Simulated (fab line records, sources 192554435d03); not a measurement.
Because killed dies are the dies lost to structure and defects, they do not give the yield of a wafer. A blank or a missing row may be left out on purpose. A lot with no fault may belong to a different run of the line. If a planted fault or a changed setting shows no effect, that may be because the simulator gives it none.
fab line records -- flow n5_finfet
record lots=11, wafers=33, last_day=18
route steps=1938 shown WELL_APT@28 PMOS_HMC_CHANNEL_EPI@66 BEOL_M4@1111
lots untouched by any fault: they come from a run of this same line in which no faults occurred
start_h: start of the lot's first displayed wafer, in hours after the record's first day -- wait_h: hours from the lot's prior step to this one -- " as in the row above -- L1.1+2: one row covering several wafers at once -- - no value present, or no start provided -- * or withheld: withheld -- < > ~ a bound
route shown NAME@n: names a module that has steps shown in the file, with the first one's number in the route -- usual: the fault-free wafers' mean and standard deviation -- same: alike in all rows -- chamber/n: place in a boat -- sites: readings site by site -- _std_site: standard deviation of those values -- _edge_site: inner sites' mean taken away from outer sites' mean -- radius_mm: for every site, how far away it sits from the centre of the wafer -- mask NAME#n: copy n -- behind: the last tool/chamber to shape the wafer -- hold: why the lot went on hold/how many hours it stayed there/how the hold came to an end -- device: the n, p or np transistor that did not switch -- end of line: the route-end tests of the same wafers -- a step given without rows: its recipe and nothing more -- killed: not the wafer's yield, but the dies lost to structure and defects at the first sort -- map: a wafer's dies, x killed, . not, _ none there
set.NAME: the setting the step ran with; set.NAME@STEP: the setting that earlier step ran with -- model.NAME: the simulator's own value behind a step, which no gauge read
steps of the route over a sample of lots; a table a step, a row a wafer
services: the hour from which a tool's chamber was out of use, counted from the record's first day as start_h (under 0 if before that day), plus the number of hours and why
## steps
# step N5_WELL_APT_CD_MEAS_08
# recipe target_cd_nm=200, landing_energy_ev=500, detector=se_inlens
# usual cd_nm=200.2/1.3
lot.wafer,tool,chamber,start_h,wait_h,cd_nm
L905.3,cd_sem-02,0,13.72,-,200.8
L905.4,cd_sem-02,0,13.72,-,200.0
L905.6,cd_sem-02,0,13.72,-,199.5
L906.1,cd_sem-01,0,20.16,-,200.2
L906.2,cd_sem-01,0,20.16,-,201.3
L906.4,cd_sem-01,0,20.16,-,201.6
L908.1,cd_sem-01,0,31.88,-,202.1
L908.3,cd_sem-01,0,31.88,-,202.6
L908.5,cd_sem-01,0,31.88,-,202.6
L909.1,cd_sem-01,0,37.58,-,199.9
L909.3,cd_sem-01,0,37.58,-,199.9
L909.6,cd_sem-01,0,37.58,-,198.8
L910.3,cd_sem-01,0,43.76,-,199.4
L910.4,cd_sem-01,0,43.76,-,199.7
L910.5,cd_sem-01,0,43.76,-,203.2
L914.2,cd_sem-03,0,67.58,-,200.3
L914.4,cd_sem-03,0,67.58,-,198.7
L914.6,cd_sem-03,0,67.58,-,198.4
L916.2,cd_sem-01,0,79.79,-,199.2
L916.3,cd_sem-01,0,79.79,-,201.7
L916.6,cd_sem-01,0,79.79,-,199.8
L921.2,cd_sem-02,0,109.90,-,198.9
L921.3,cd_sem-02,0,109.90,-,199.1
L921.4,cd_sem-02,0,109.90,-,199.4
L923.3,cd_sem-02,0,121.69,-,199.3
L923.5,cd_sem-02,0,121.69,-,200.9
L923.6,cd_sem-02,0,121.69,-,198.8
L927.2,cd_sem-03,0,146.03,-,200.4
L927.3,cd_sem-03,0,146.03,-,202.4
L927.4,cd_sem-03,0,146.03,-,201.4
L928.2,cd_sem-02,0,151.56,-,199.8
L928.4,cd_sem-02,0,151.56,-,201.0
L928.5,cd_sem-02,0,151.56,-,200.4
# step N5_WELL_APT_IMPLANT_14
# recipe species=P, energy_kev=160, dose_cm2=1.5e+13, tilt_deg=0, rotation_deg=0
# usual dose_ions_cm2=1.4997e+13/1.6e+10, faraday_current_uA=191/4
lot.wafer,tool,chamber,start_h,wait_h,dose_ions_cm2,faraday_current_uA
L905.3,implanter-02,0,14.13,0.1,1.5009e+13,190
L905.4,implanter-02,0,14.13,0.1,1.503e+13,194
L905.6,implanter-02,0,14.13,0.1,1.5019e+13,192
L906.1,implanter-01,0,20.38,0.1,1.498e+13,184
L906.2,implanter-01,0,20.38,0.1,1.4982e+13,185
L906.4,implanter-01,0,20.38,0.1,1.5004e+13,189
L908.1,implanter-01,0,32.07,0.1,1.5003e+13,195
L908.3,implanter-01,0,32.07,0.1,1.4995e+13,190
L908.5,implanter-01,0,32.07,0.1,1.4997e+13,187
L909.1,implanter-02,0,37.77,0.1,1.4992e+13,184
L909.3,implanter-02,0,37.77,0.1,1.4992e+13,192
L909.6,implanter-02,0,37.77,0.1,1.499e+13,195
L910.3,implanter-01,0,44.15,0.1,1.4989e+13,192
L910.4,implanter-01,0,44.15,0.1,1.4999e+13,190
L910.5,implanter-01,0,44.15,0.1,1.4975e+13,191
L914.2,implanter-02,0,67.79,0.1,8.498e+12,107
L914.4,implanter-02,0,67.79,0.1,8.488e+12,111
L914.6,implanter-02,0,67.79,0.1,8.466e+12,107
L916.2,implanter-02,0,80.31,0.1,8.482e+12,109
L916.3,implanter-02,0,80.31,0.1,8.513e+12,108
L916.6,implanter-02,0,80.31,0.1,8.473e+12,109
L921.2,implanter-01,0,110.16,0.1,1.5008e+13,188
L921.3,implanter-01,0,110.16,0.1,1.5005e+13,190
L921.4,implanter-01,0,110.16,0.1,1.4992e+13,192
L923.3,implanter-01,0,121.94,0.1,1.5002e+13,195
L923.5,implanter-01,0,121.94,0.1,1.4988e+13,188
L923.6,implanter-01,0,121.94,0.1,1.4994e+13,195
L927.2,implanter-01,0,146.25,0.1,1.5005e+13,198
L927.3,implanter-01,0,146.25,0.1,1.4996e+13,192
L927.4,implanter-01,0,146.25,0.1,1.4985e+13,193
L928.2,implanter-02,0,151.78,0.1,1.5005e+13,188
L928.4,implanter-02,0,151.78,0.1,1.4991e+13,189
L928.5,implanter-02,0,151.78,0.1,1.4998e+13,184
# step N5_WELL_APT_INSPECT_38
# recipe inspect_instrument=darkfield, mode=post_epi
# usual raw_defect_count=14/5.1
lot.wafer,tool,chamber,start_h,wait_h,raw_defect_count
L905.3,defect_inspect-02,-,17.08,0.4,7
L905.4,defect_inspect-02,-,17.08,0.4,7
L905.6,defect_inspect-02,-,17.08,0.4,17
L906.1,defect_inspect-02,-,23.28,0.5,14
L906.2,defect_inspect-02,-,23.28,0.5,18
L906.4,defect_inspect-02,-,23.28,0.5,13
L908.1,defect_inspect-01,-,34.90,0.5,7
L908.3,defect_inspect-01,-,34.90,0.5,12
L908.5,defect_inspect-01,-,34.90,0.5,2
L909.1,defect_inspect-01,-,40.73,0.5,22
L909.3,defect_inspect-01,-,40.73,0.5,8
L909.6,defect_inspect-01,-,40.73,0.5,18
L910.3,defect_inspect-01,-,46.76,0.3,13
L910.4,defect_inspect-01,-,46.76,0.3,17
L910.5,defect_inspect-01,-,46.76,0.3,18
L914.2,defect_inspect-02,-,70.43,0.4,26
L914.4,defect_inspect-02,-,70.43,0.4,14
L914.6,defect_inspect-02,-,70.43,0.4,17
L916.2,defect_inspect-02,-,83.56,0.4,10
L916.3,defect_inspect-02,-,83.56,0.4,12
L916.6,defect_inspect-02,-,83.56,0.4,16
L921.2,defect_inspect-02,-,112.85,0.4,12
L921.3,defect_inspect-02,-,112.85,0.4,13
L921.4,defect_inspect-02,-,112.85,0.4,12
L923.3,defect_inspect-01,-,124.66,0.3,9
L923.5,defect_inspect-01,-,124.66,0.3,4
L923.6,defect_inspect-01,-,124.66,0.3,6
L927.2,defect_inspect-01,-,149.50,0.7,10
L927.3,defect_inspect-01,-,149.50,0.7,13
L927.4,defect_inspect-01,-,149.50,0.7,13
L928.2,defect_inspect-02,-,154.44,0.5,18
L928.4,defect_inspect-02,-,154.44,0.5,16
L928.5,defect_inspect-02,-,154.44,0.5,10
# step N5_PMOS_HMC_CHANNEL_EPI_OVL_MEAS_10
# recipe points_per_wafer=44
# usual PMOS_HMC_BLK_OVL=0.9/0.92
lot.wafer,tool,chamber,start_h,wait_h,PMOS_HMC_BLK_OVL[nm]
L905.3,overlay-02,0,17.43,0.0,0.2
L905.4,overlay-02,0,17.43,0.0,0.6
L905.6,overlay-02,0,17.43,0.0,0.0
L906.1,overlay-02,0,23.75,0.0,2.0
L906.2,overlay-02,0,23.75,0.0,2.8
L906.4,overlay-02,0,23.75,0.0,1.9
L908.1,overlay-01,0,35.27,0.0,1.4
L908.3,overlay-01,0,35.27,0.0,1.8
L908.5,overlay-01,0,35.27,0.0,2.8
L909.1,overlay-01,0,41.20,0.0,0.3
L909.3,overlay-01,0,41.20,0.0,1.1
L909.6,overlay-01,0,41.20,0.0,0.1
L910.3,overlay-02,0,47.23,0.0,0.1
L910.4,overlay-02,0,47.23,0.0,1.3
L910.5,overlay-02,0,47.23,0.0,1.1
L914.2,overlay-02,0,70.90,0.0,1.7
L914.4,overlay-02,0,70.90,0.0,1.3
L914.6,overlay-02,0,70.90,0.0,1.6
L916.2,overlay-01,0,84.05,0.0,0.5
L916.3,overlay-01,0,84.05,0.0,0.6
L916.6,overlay-01,0,84.05,0.0,-1.3
L921.2,overlay-02,0,113.32,0.0,0.1
L921.3,overlay-02,0,113.32,0.0,-0.1
L921.4,overlay-02,0,113.32,0.0,1.0
L923.3,overlay-02,0,125.14,0.0,2.9
L923.5,overlay-02,0,125.14,0.0,1.3
L923.6,overlay-02,0,125.14,0.0,0.9
L927.2,overlay-02,0,149.97,0.0,1.1
L927.3,overlay-02,0,149.97,0.0,1.8
L927.4,overlay-02,0,149.97,0.0,1.3
L928.2,overlay-01,0,154.80,0.0,0.6
L928.4,overlay-01,0,154.80,0.0,0.4
L928.5,overlay-01,0,154.80,0.0,1.1
# step N5_BEOL_M4_RC_MEAS_101
# usual DIBL_N=35.8/1.5, DIBL_P=35.8/1.7, IOFF_N=0.151/0.022, IOFF_P=0.204/0.027, ION_N=673/8.6, ION_P=462/5.4, RS_NWELL=1036/6.2, SS_N=71.4/0.54, SS_P=73.3/0.56, VT_N=250.5/2.6, VT_P=-251/3.1
lot.wafer,tool,chamber,start_h,wait_h,DIBL_N[mV/V],DIBL_P[mV/V],IOFF_N[nA/um],IOFF_P[nA/um],ION_N[uA/um],ION_P[uA/um],RS_NWELL[ohm/sq],SS_N[mV/dec],SS_P[mV/dec],VT_N[mV],VT_P[mV]
L905.3,prober-01,0,174.78,0.6,38.2,37.5,0.189,0.202,675,452,1023,71.7,74.4,250.0,-250
L905.4,prober-01,0,174.78,0.6,35.8,35.9,0.159,0.170,684,457,1040,71.4,73.3,247.6,-254
L905.6,prober-01,0,174.78,0.6,35.6,35.2,0.153,0.171,670,454,1042,71.3,73.4,249.0,-253
L906.1,prober-01,0,195.01,0.0,36.7,36.4,0.153,0.202,689,467,1030,71.5,73.5,251.2,-252
L906.2,prober-01,0,195.01,0.0,38.6,38.9,0.196,0.240,686,472,1035,71.4,74.0,245.2,-247
L906.4,prober-01,0,195.01,0.0,35.3,34.2,0.126,0.182,673,462,1021,70.3,72.3,252.9,-250
L908.1,prober-02,0,196.97,0.0,35.3,37.1,0.145,0.209,673,460,1033,72.4,73.7,251.0,-248
L908.3,prober-02,0,196.97,0.0,35.8,37.9,0.164,0.219,684,470,1036,71.9,73.7,247.8,-249
L908.5,prober-02,0,196.97,0.0,37.2,39.1,0.180,0.228,675,462,1031,71.2,74.0,246.9,-250
L909.1,prober-01,0,201.71,0.0,35.7,35.7,0.134,0.195,666,460,1035,70.8,73.8,251.8,-251
L909.3,prober-01,0,201.71,0.0,37.4,38.1,0.174,0.230,678,464,1035,72.0,73.9,247.8,-248
L909.6,prober-01,0,201.71,0.0,36.9,38.1,0.166,0.226,674,465,1043,71.2,73.9,247.5,-248
L910.3,prober-02,0,205.36,0.3,35.3,34.4,0.133,0.209,668,463,1034,71.6,73.5,251.0,-248
L910.4,prober-02,0,205.36,0.3,35.6,34.9,0.142,0.221,658,460,1046,71.7,73.2,251.5,-250
L910.5,prober-02,0,205.36,0.3,35.8,35.2,0.139,0.221,658,464,1041,71.1,72.9,251.9,-248
L914.2,prober-01,0,231.41,0.2,36.2,36.6,0.162,0.206,677,460,1428,72.1,73.0,248.5,-249
L914.4,prober-01,0,231.41,0.2,35.1,35.4,0.136,0.191,669,462,1434,72.1,72.4,253.7,-251
L914.6,prober-01,0,231.41,0.2,36.1,35.4,0.149,0.187,672,457,1422,71.4,73.0,251.0,-253
L916.2,prober-02,0,241.11,0.2,36.6,37.6,0.159,0.189,673,456,1419,72.3,73.7,249.8,-254
L916.3,prober-02,0,241.11,0.2,34.6,35.6,0.127,0.160,670,459,1434,71.2,73.6,254.3,-256
L916.6,prober-02,0,241.11,0.2,35.2,35.7,0.128,0.156,653,455,1429,70.8,73.2,255.9,-258
L921.2,prober-02,0,268.90,0.2,35.3,35.3,0.163,0.191,676,464,1036,70.1,73.3,248.6,-249
L921.3,prober-02,0,268.90,0.2,35.0,34.6,0.152,0.175,676,460,1039,71.7,72.3,249.7,-254
L921.4,prober-02,0,268.90,0.2,35.6,35.6,0.161,0.190,665,454,1040,72.0,72.9,249.3,-252
L923.3,prober-02,0,294.14,0.3,34.0,35.5,0.165,0.218,681,469,1034,71.8,73.3,251.1,-248
L923.5,prober-02,0,294.14,0.3,33.1,34.0,0.133,0.186,673,463,1040,71.9,73.2,253.3,-255
L923.6,prober-02,0,294.14,0.3,32.6,32.9,0.132,0.181,668,462,1042,71.5,72.8,251.0,-252
L927.2,prober-02,0,304.03,0.2,35.6,34.9,0.128,0.158,664,450,1034,71.2,72.5,251.8,-256
L927.3,prober-02,0,304.03,0.2,36.6,36.5,0.145,0.184,664,461,1022,71.8,72.6,250.5,-252
L927.4,prober-02,0,304.03,0.2,36.2,35.5,0.137,0.164,670,460,1042,70.7,73.4,250.4,-254
L928.2,prober-01,0,320.38,0.2,35.3,34.7,0.133,0.178,662,455,1035,70.6,72.8,254.3,-255
L928.4,prober-01,0,320.38,0.2,36.9,36.3,0.159,0.211,670,460,1034,71.9,74.2,251.2,-252
L928.5,prober-01,0,320.38,0.2,35.5,35.1,0.136,0.187,660,458,1027,71.2,72.3,253.6,-252
## services
tool,chamber,start_h,hours,kind
implanter-02,-,32.88,3.1,pm
implanter-02,-,60.16,6.5,repair
implanter-01,-,81.48,3.5,repair
implanter-02,-,85.28,3.8,pm
implanter-01,-,118.20,2.5,repair
implanter-01,-,122.24,5.6,pm
## key
first_sign step=N5_WELL_APT_IMPLANT_14, reading=dose_ions_cm2, direction=down, sigmas=99+, usual=1.4997e+13, struck=8.487e+12
effect step=N5_WELL_APT_IMPLANT_14, reading=faraday_current_uA, direction=down, sigmas=21, usual=191, struck=109
effect step=N5_BEOL_M4_RC_MEAS_101, reading=RS_NWELL, direction=up, sigmas=63, usual=1036, struck=1428
met_at N5_WELL_APT_IMPLANT_14
struck_lots L914,L916
not_acting_at N5_WELL_APT_CD_MEAS_08,N5_WELL_APT_INSPECT_38,N5_PMOS_HMC_CHANNEL_EPI_OVL_MEAS_10
onset_between 37.77 67.79
fault kind=process_parameter_drift, tool=implanter-02, chamber=-, onset_h=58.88, steps=N5_WELL_APT_IMPLANT_14, channel=dose_cm2, offset=-6.5248e+12, shape=step, end_h=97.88, acts_in=these_recipes_only, stated=1.5e+13
